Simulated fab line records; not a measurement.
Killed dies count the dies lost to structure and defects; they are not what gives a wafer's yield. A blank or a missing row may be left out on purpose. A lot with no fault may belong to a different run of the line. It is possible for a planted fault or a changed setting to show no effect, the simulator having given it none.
Which of the tools did it? || flow nand harc || 6 lots with 18 wafers sampled at 5 steps, on a route of 1159 steps

== WHAT EACH GAUGE READ, for each wafer ==
NHARC_END_SORT_01.
{"lot": "L103", "measured": "day 21 00:59", "on": "prober-01", "defect limited yield (%)": "38.3 42.8 42.5"}
{"lot": "L112", "measured": "day 22 22:02", "on": "prober-02", "defect limited yield (%)": "95.0 93.9 95.9"}
{"lot": "L116", "measured": "day 24 00:08", "on": "prober-01", "defect limited yield (%)": "95.0 97.9 97.9"}

== TOOL THAT RAN EACH LOT (tool first, then ch and the chambers of the sampled wafers, then the start) ==
{"lot": "L998", "NHARC_A_BONDPAD_ETCH_24": "rie diel-09 ch 0,3, day 19 09:18 or earlier", "NHARC_A_BONDPAD_PRE_CLEAN_26": "pvd sputter-02, day 19 09:18 or earlier", "NHARC_THIN_TSV_DEP_47": "pecvd-04 ch 0,1,2, day 19 09:18", "NHARC_THIN_TSV_ECD_20": "ecd cu-01 ch 0,1, day 19 14:21"}
{"lot": "L103", "NHARC_A_BONDPAD_ETCH_24": "rie diel-12 ch 1,2,3, day 20 10:35 or earlier", "NHARC_A_BONDPAD_PRE_CLEAN_26": "pvd sputter-02, day 20 10:35 or earlier", "NHARC_THIN_TSV_DEP_47": "pecvd-01 ch 1,2, day 20 10:35", "NHARC_THIN_TSV_ECD_20": "ecd cu-02 ch 0,1, day 20 12:03"}
{"lot": "L112", "NHARC_A_BONDPAD_ETCH_24": "rie diel-09 ch 2,3, day 22 07:46 or earlier", "NHARC_A_BONDPAD_PRE_CLEAN_26": "pvd sputter-03, day 22 07:46 or earlier", "NHARC_THIN_TSV_DEP_47": "pecvd-04 ch 0,1, day 22 07:46", "NHARC_THIN_TSV_ECD_20": "ecd cu-01 ch 0,1, day 22 09:15"}
{"lot": "L116", "NHARC_A_BONDPAD_ETCH_24": "rie diel-12 ch 0,1,3, day 23 08:16 or earlier", "NHARC_A_BONDPAD_PRE_CLEAN_26": "pvd sputter-01, day 23 08:16 or earlier", "NHARC_THIN_TSV_DEP_47": "pecvd-02 ch 0,1, day 23 08:16", "NHARC_THIN_TSV_ECD_20": "ecd cu-01 ch 1, day 23 09:49"}
{"lot": "L118", "NHARC_A_BONDPAD_ETCH_24": "rie diel-12 ch 0,1,2, day 24 00:47 or earlier", "NHARC_A_BONDPAD_PRE_CLEAN_26": "pvd sputter-01, day 24 00:47 or earlier", "NHARC_THIN_TSV_DEP_47": "pecvd-01 ch 0,2, day 24 00:47", "NHARC_THIN_TSV_ECD_20": "ecd cu-02 ch 1, day 24 02:11"}
{"lot": "L119", "NHARC_A_BONDPAD_ETCH_24": "rie diel-12 ch 0,2,3, day 24 03:14 or earlier", "NHARC_A_BONDPAD_PRE_CLEAN_26": "pvd sputter-01, day 24 03:14 or earlier", "NHARC_THIN_TSV_DEP_47": "pecvd-04 ch 0,1,2, day 24 03:14", "NHARC_THIN_TSV_ECD_20": "ecd cu-02 ch 0,1, day 24 04:35"}
- NHARC_A_BONDPAD_ETCH_24: etches the open film in CF4/N2, target depth 30 nm, time 72.99 s.
- NHARC_A_BONDPAD_PRE_CLEAN_26: time 30 s.
- NHARC_THIN_TSV_DEP_47: deposits SiO2, target thk 200 nm.
- NHARC_THIN_TSV_ECD_20: material Cu, target thk 2000 nm.

== THE ANSWER, worked out from the rows above alone ==
Rule: usual is defined by the lots themselves. Put in order of their means at a reading, lots are off if they are a third of the lots or fewer, leave a main group of 4 or more, and stand apart from it by a gap of 3 or more times the standard deviation of the main group's means; of several such gaps the widest counts. Not used: any main group whose means are identical at the precision the tables above print for the reading. A lot without any number at a reading at which 4 lots or more have one is off too. Where the step has rows for the other lots, those lots are counted as sound.
No lot is off on any of the readings shown, so nothing can be concluded from this.

== WHAT WAS PUT IN BY THE SIMULATOR ==
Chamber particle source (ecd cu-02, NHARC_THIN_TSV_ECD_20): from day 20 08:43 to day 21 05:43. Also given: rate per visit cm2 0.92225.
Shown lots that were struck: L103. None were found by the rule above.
